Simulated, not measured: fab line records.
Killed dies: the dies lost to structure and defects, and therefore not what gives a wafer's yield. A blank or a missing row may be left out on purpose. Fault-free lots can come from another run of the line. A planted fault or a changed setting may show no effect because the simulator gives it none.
Problem report, 8D (eight disciplines) form, completed by code || flow n5Finfet || the parts of the form that need people (team, actions taken, sign-off) are left out

1. WHAT IS WRONG
Wafers without a fault read 129.97 C, standard deviation 0.15; plateTempC at N5_BEOL_M12_PEB_08 reads a mean of 130.69 C on 5 wafers belonging to 2 lots. Relative to the usual mean, that is a shift of +4.8 standard deviations.
The step: peb time 90 s.
Seen first at day 16 03:33 on lithoTrack-04, wafer L772.1. The record holds 29 wafers of 10 lots with a number at this step. By rule, "out" or "out of limits" means more than 4 standard deviations away from the usual mean. All remaining wafers that have a number are taken as sound.

2. WHAT IT IS; WHAT IT IS NOT
{"question": "which readings at this step", "is": "plateTempC", "is not": "exhaustPa"}
{"question": "which lots", "is": "L772, L774", "is not": "L752, L754, L756, L757, L758, L760, L761, L763"}
{"question": "which wafers of those lots", "is": "all that have a number", "is not": "-"}
{"question": "read on which tools", "is": "lithoTrack-04", "is not": "lithoTrack-03, lithoTrack-05"}
{"question": "when", "is": "from day 16 03:33", "is not": "up to then (24 sound wafers)"}

3. THE SUSPECTS, EACH WITH WHAT RULES IT OUT
Counting: any tool at a process step up to the reading is kept as a suspect provided that every lot that is out went through it and no sound lot did after the first of them.
- pecvd-01 at N5_BEOL_M11_DEP_56 (deposits SiCN from 3MS/NH3, target thk 30 nm, time 10.5 s): kept. It processed each lot that is out, first L772 at day 16 02:59, and no sound lot thereafter; up to then, the last sound lot it processed was L763 at day 13 18:34.
- lithoTrack-04 at N5_BEOL_M12_PEB_08 (peb time 90 s): kept. It processed each lot that is out, first L772 at day 16 03:33, and no sound lot thereafter; up to then, the last sound lot it processed was L761 at day 13 23:31. Out on those wafers are its own readings of plateTempC.
Remaining after the count are pecvd-01 at N5_BEOL_M11_DEP_56 and lithoTrack-04 at N5_BEOL_M12_PEB_08.

4. THE CAUSE (what the simulator had put in)
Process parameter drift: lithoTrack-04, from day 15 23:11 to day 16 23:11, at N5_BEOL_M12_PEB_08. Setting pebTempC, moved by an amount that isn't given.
2 suspects survive the count, and this tool is in that group.

5. SEQUENCE OF EFFECTS, ordered by route
One row per reading whose mean, taken over the struck wafers that have a number, lies over 3 standard deviations from the usual. Only readings for which the record gives a usual standard deviation are gone through. hours: the time from each lot's start at the first step in this table that gives one to its start at this step, as a median over the lots. sigmas: the change in usual standard deviations.
{"hours": 0, "step": "N5_BEOL_M12_PEB_08", "reading": "plateTempC", "usual": "129.97 C", "on struck wafers": 130.69, "change": "+0.72", "sigmas": "+4.8"}
Here are the process steps it includes:
- N5_BEOL_M12_PEB_08: peb time 90 s.

6. WHAT WOULD HAVE CAUGHT IT SOONER
In this record no reading fell out of limits until day 16 03:33, 4 hours after the fault had begun at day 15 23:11.
